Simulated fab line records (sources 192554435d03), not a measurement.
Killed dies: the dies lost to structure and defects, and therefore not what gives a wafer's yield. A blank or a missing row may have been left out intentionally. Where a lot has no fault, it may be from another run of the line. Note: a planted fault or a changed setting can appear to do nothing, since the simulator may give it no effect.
fab line records	flow n5-finfet	part 2 of 2: steps 24 to 37 of 37
record: lots: 5	wafers: 15	last-day: 20
route steps=1938 shown BEOL_M14@1767 BEOL_M15@1773
lots with no fault: from the same line, run without faults
start-h: hours from the record's first day to the start of the lot's first wafer shown	wait-h: hours since the lot's step before	" unchanged from the row above	L1.1+2: a single row standing in for several wafers	- no value, or no start was given	* or withheld: withheld	< > ~ a bound
route shown NAME@n: names a module that has steps shown in the file, with the first one's number in the route	usual: the fault-free wafers' mean and standard deviation	same: alike in all rows	chamber/n: place in a boat	sites: readings site by site	_std_site: the standard deviation of these	_edge_site: inner sites' mean taken away from outer sites' mean	radius-mm: for every site, how far away it sits from the centre of the wafer	mask NAME#n: copy n	behind: the last tool/chamber to shape the wafer	hold: the reason the lot was held/the length of the hold in hours/how it ended	device: whichever transistor did not switch (one of n, p or np)	end of line: tests of these same wafers at the route's end	a step without rows: its recipe alone	killed: at the first sort, the dies lost to defects and structure; wafer yield is something else	map: the dies of a wafer, with x for killed, . for not killed, _ for no die there
set.NAME: the run value of the setting; set.NAME@STEP: its run value at that earlier step	model.NAME: the simulator's own value behind a step, which no gauge read
certain route steps with their lots: each step a table, each wafer a row
services: from which hour (start-h, from the record's first day; less than 0 if before it) a tool's chamber was out of use, for how many hours, and why
== steps ==
step: N5_BEOL_M15_STRIP_64
recipe: chemistry: O2	power-w: 600	temp-c: 60	pressure-mtorr: 30	rf-frequency-hz: 6e+07	bias-power-w: 0	overash-fraction: 0.3	o2-flow-sccm: 225
usual: drypump-motor-current-A: 5.7/0.54	oes-product-au: 0.77/0.075	rf-vpp-V: 3.7/0.47	showerhead-plenum-p-Torr: 2.09/0.065	throttle-valve-pct: 16.78/0.19
lot.wafer	tool	chamber	start-h	wait-h	drypump-motor-current-A	oes-product-au	rf-hours-counter-h	rf-vpp-V	showerhead-plenum-p-Torr	throttle-valve-pct
L076.2	rie-diel-03	1	-	-	6.2	0.71	189	4.1	2.00	16.42
L076.3	"	3	"	"	5.4	0.84	79	3.4	2.12	16.76
L076.5	"	3	"	"	5.3	0.84	-	3.1	2.12	16.75
L084.1	rie-diel-06	3	-	-	5.2	0.77	113	2.8	2.12	17.02
L084.2	"	0	"	"	6.4	0.89	23	3.6	2.15	16.71
L084.4	"	1	"	"	5.2	0.88	40	4.3	2.14	16.53
L089.1	rie-diel-03	0	-	-	5.6	0.98	2	3.6	2.07	16.60
L089.3	"	1	"	"	6.1	0.70	212	3.8	1.99	16.45
L089.6	"	0	"	"	5.5	0.98	-	3.5	2.07	16.62
L093.1	rie-diel-03	3	-	-	5.4	0.81	107	3.7	2.11	16.80
L093.2	"	2	"	"	5.0	0.71	212	3.3	2.16	16.84
L093.4	"	0	"	"	5.6	0.96	4	4.7	2.07	16.61
L095.2	rie-diel-06	0	-	-	6.4	0.84	49	4.2	2.14	16.74
L095.3	"	2	"	"	6.4	0.71	233	4.2	1.98	16.88
L095.5	"	2	"	"	6.4	0.70	-	3.3	1.98	16.88
step: N5_BEOL_M15_STRIP_65
recipe: chemistry: post-etch-residue-remover	time-s: 60	temp-c: 25	remover-ph: withheld	remover-water-wt-pct: withheld	remover-fluoride-wt-pct: withheld
lot.wafer	tool	chamber	start-h	wait-h
L076.2+3+5	wet-bench-05	5,0,4	326.47	-
L084.1+2+4	wet-bench-03	5,4,3	374.25	-
L089.1+3+6	wet-bench-06	6,4,1	403.62	-
L093.1+2+4	wet-bench-06	1,4,5	415.37	-
L095.2+3+5	wet-bench-03	5,4,6	461.45	-
step: N5_BEOL_M15_SRD_66
recipe: time-s: 30	temp-c: 23	rinse-liquid: diw	dry: n2-spin	spin-rpm: 1500	dry-time-s: 30
lot.wafer	tool	chamber	start-h	wait-h
L076.2+3+5	wet-bench-05	5,0,4	326.49	0.0
L084.1+2+4	wet-bench-03	5,4,3	374.27	0.0
L089.1+3+6	wet-bench-06	6,4,1	403.64	0.0
L093.1+2+4	wet-bench-06	1,4,5	415.39	0.0
L095.2+3+5	wet-bench-03	5,4,6	461.47	0.0
step: N5_BEOL_M15_CD_MEAS_17
recipe: target-cd-nm: 360	polarity: opening
usual: cd-nm: 361.4/1.4
lot.wafer	tool	chamber	start-h	wait-h	cd-nm
L076.2	cd-sem-02	-	326.53	0.0	361.5
L076.3	"	-	"	"	362.3
L076.5	"	-	"	"	360.7
L084.1	cd-sem-02	-	374.31	0.0	362.2
L084.2	"	-	"	"	362.9
L084.4	"	-	"	"	362.1
L089.1	cd-sem-02	-	403.68	0.0	362.5
L089.3	"	-	"	"	360.8
L089.6	"	-	"	"	361.1
L093.1	cd-sem-03	-	415.43	0.0	361.4
L093.2	"	-	"	"	360.3
L093.4	"	-	"	"	360.0
L095.2	cd-sem-03	-	461.51	0.0	359.6
L095.3	"	-	"	"	359.9
L095.5	"	-	"	"	361.8
step: N5_BEOL_M15_COAT_56
recipe: resist: SOC	temp-c: 250	time-s: 60	spin-rpm: 1500	resist-thk-nm: 550
lot.wafer	tool	chamber	start-h	wait-h
L076.2+3+5	litho-track-05	0	326.57	0.0
L084.1+2+4	litho-track-01	0	374.35	0.0
L089.1+3+6	litho-track-05	0	403.72	0.0
L093.1+2+4	litho-track-04	0	415.46	0.0
L095.2+3+5	litho-track-01	0	461.55	0.0
step: N5_BEOL_M15_ETCH_57
recipe: chemistry: N2/H2	target: SOC	source-w: 3000	bias-w: 350	time-s: 750	ion-energy-ev: 200	pressure-mtorr: 30	n2-flow-sccm: 200	h2-flow-sccm: 200
usual: drypump-motor-current-A: 6.0/0.55	n2-flow-sccm: 200.0/0.57	oes-product-au: 0.78/0.071	rf-vpp-V: 523.5/2.5	showerhead-plenum-p-Torr: 2.53/0.086	throttle-valve-pct: 17.92/0.18
lot.wafer	tool	chamber	start-h	wait-h	drypump-motor-current-A	n2-flow-sccm	oes-product-au	rf-hours-counter-h	rf-vpp-V	showerhead-plenum-p-Torr	throttle-valve-pct
L076.2	rie-diel-06	3	326.63	-	5.2	198.8	0.78	97	525.1	2.56	18.11
L076.3	"	1	"	"	5.2	200.4	0.91	24	525.5	2.59	17.54
L076.5	"	0	"	"	6.4	201.3	0.94	-	526.4	2.60	17.81
L084.1	rie-diel-06	0	374.41	-	6.4	200.9	0.89	23	525.6	2.59	17.84
L084.2	"	2	"	"	6.4	200.0	0.73	208	518.7	2.42	17.98
L084.4	"	1	"	"	5.2	200.2	0.89	40	526.5	2.59	17.60
L089.1	rie-diel-01	0	403.93	-	6.7	200.1	0.74	161	521.1	2.43	18.17
L089.3	"	2	"	"	6.4	199.8	0.82	83	527.3	2.68	18.11
L089.6	"	3	"	"	6.0	200.7	0.84	-	522.7	2.46	17.84
L093.1	rie-diel-06	0	415.53	-	6.5	200.6	0.86	36	523.8	2.59	17.89
L093.2	"	1	"	"	5.2	199.0	0.86	53	524.4	2.58	17.61
L093.4	"	2	"	"	6.4	201.0	0.72	220	520.3	2.41	17.99
L095.2	rie-diel-01	2	461.61	-	6.4	200.7	0.79	100	527.0	2.67	18.14
L095.3	"	0	"	"	6.6	199.8	0.73	177	521.1	2.42	18.19
L095.5	"	1	"	"	6.3	199.7	0.70	-	521.1	2.51	17.91
step: N5_BEOL_M15_COAT_60
recipe: resist: BARC	temp-c: 205	time-s: 60	spin-rpm: 1500	resist-thk-nm: 89
lot.wafer	tool	chamber	start-h	wait-h
L076.2+3+5	litho-track-01	0	327.13	0.3
L084.1+2+4	litho-track-05	0	374.91	0.3
L089.1+3+6	litho-track-01	0	404.44	0.3
L093.1+2+4	litho-track-04	0	416.03	0.3
L095.2+3+5	litho-track-01	0	462.11	0.3
step: N5_BEOL_M15_COAT_22
recipe: spin-rpm: 1704	resist-thk-nm: 800
lot.wafer	tool	chamber	start-h	wait-h
L076.2+3+5	litho-track-01	0	-	-
L084.1+2+4	litho-track-05	0	-	-
L089.1+3+6	litho-track-01	0	-	-
L093.1+2+4	litho-track-04	0	-	-
L095.2+3+5	litho-track-01	0	-	-
step: N5_BEOL_M15_EBR_24
recipe: solvent: PGMEA	ebr-width-mm: 1.5
lot.wafer	tool	chamber	start-h	wait-h
L076.2+3+5	litho-track-01	0	-	-
L084.1+2+4	litho-track-05	0	-	-
L089.1+3+6	litho-track-01	0	-	-
L093.1+2+4	litho-track-04	0	-	-
L095.2+3+5	litho-track-01	0	-	-
step: N5_BEOL_M15_SOFTBAKE_23
recipe: temp-c: 130	time-s: 60
lot.wafer	tool	chamber	start-h	wait-h
L076.2+3+5	litho-track-01	0	-	-
L084.1+2+4	litho-track-05	0	-	-
L089.1+3+6	litho-track-01	0	-	-
L093.1+2+4	litho-track-04	0	-	-
L095.2+3+5	litho-track-01	0	-	-
step: N5_BEOL_M15_EXPOSE_25
recipe: mask-id: M15	na: 0.8	source-shape: annular	sigma-inner: 0.5	sigma-outer: 0.8	polarization: unpolarized	target-cd-nm: 400	dose-mj: 35.5
lot.wafer	tool	chamber	start-h	wait-h	mask
L076.2+3+5	krf-scanner-01	0	327.36	-	M15#0
L084.1+2+4	krf-scanner-02	0	375.01	-	M15#0
L089.1+3+6	krf-scanner-01	0	404.54	-	M15#0
L093.1+2+4	krf-scanner-01	0	416.13	-	M15#0
L095.2+3+5	krf-scanner-01	0	462.22	-	M15#0
step: N5_BEOL_M15_PEB_26
recipe: peb-temp-c: 130	peb-time-s: 90
lot.wafer	tool	chamber	start-h	wait-h
L076.2+3+5	litho-track-05	0	327.42	0.0
L084.1+2+4	litho-track-05	0	375.07	0.1
L089.1+3+6	litho-track-01	0	404.59	0.1
L093.1+2+4	litho-track-05	0	416.19	0.1
L095.2+3+5	litho-track-05	0	462.27	0.0
step: N5_BEOL_M15_DEVELOP_27
recipe: develop-time-s: 45	rinse-liquid: diw	dry: air-spin	dev-temp-c: 21
lot.wafer	tool	chamber	start-h	wait-h
L076.2+3+5	litho-track-05	0	-	-
L084.1+2+4	litho-track-05	0	-	-
L089.1+3+6	litho-track-01	0	-	-
L093.1+2+4	litho-track-05	0	-	-
L095.2+3+5	litho-track-05	0	-	-
step: N5_BEOL_M15_HARDBAKE_32
recipe: temp-c: 130	time-s: 120
lot.wafer	tool	chamber	start-h	wait-h
L076.2+3+5	litho-track-05	0	-	-
L084.1+2+4	litho-track-05	0	-	-
L089.1+3+6	litho-track-01	0	-	-
L093.1+2+4	litho-track-05	0	-	-
L095.2+3+5	litho-track-05	0	-	-
== services ==
tool	chamber	start-h	hours	kind
krf-scanner-01	-	308.50	3.6	pm
krf-scanner-01	-	315.93	1.3	pm
cmp-01	-	327.51	4.0	pm
krf-scanner-02	-	331.02	0.3	repair
cmp-04	-	331.17	1.9	repair
cmp-01	-	335.24	6.8	pm
wet-bench-03	-	340.04	16.4	repair
krf-scanner-01	-	355.13	4.0	pm
pecvd-02	-	364.95	0.5	repair
pecvd-02	2	373.92	5.9	repair
pecvd-01	-	377.70	0.5	repair
krf-scanner-01	-	391.17	1.0	pm
krf-scanner-02	-	391.45	0.8	repair
cmp-04	-	396.63	9.5	pm
wet-bench-03	-	403.24	11.1	repair
rie-diel-03	-	403.77	0.4	repair
krf-scanner-01	-	409.68	0.8	pm
krf-scanner-02	-	410.43	1.3	pm
krf-scanner-02	-	412.42	0.8	pm
krf-scanner-02	-	415.70	1.0	pm
cmp-04	-	417.02	2.2	pm
rie-diel-06	1	422.60	4.8	repair
rie-diel-06	3	441.09	5.5	repair
krf-scanner-01	-	451.61	0.4	repair
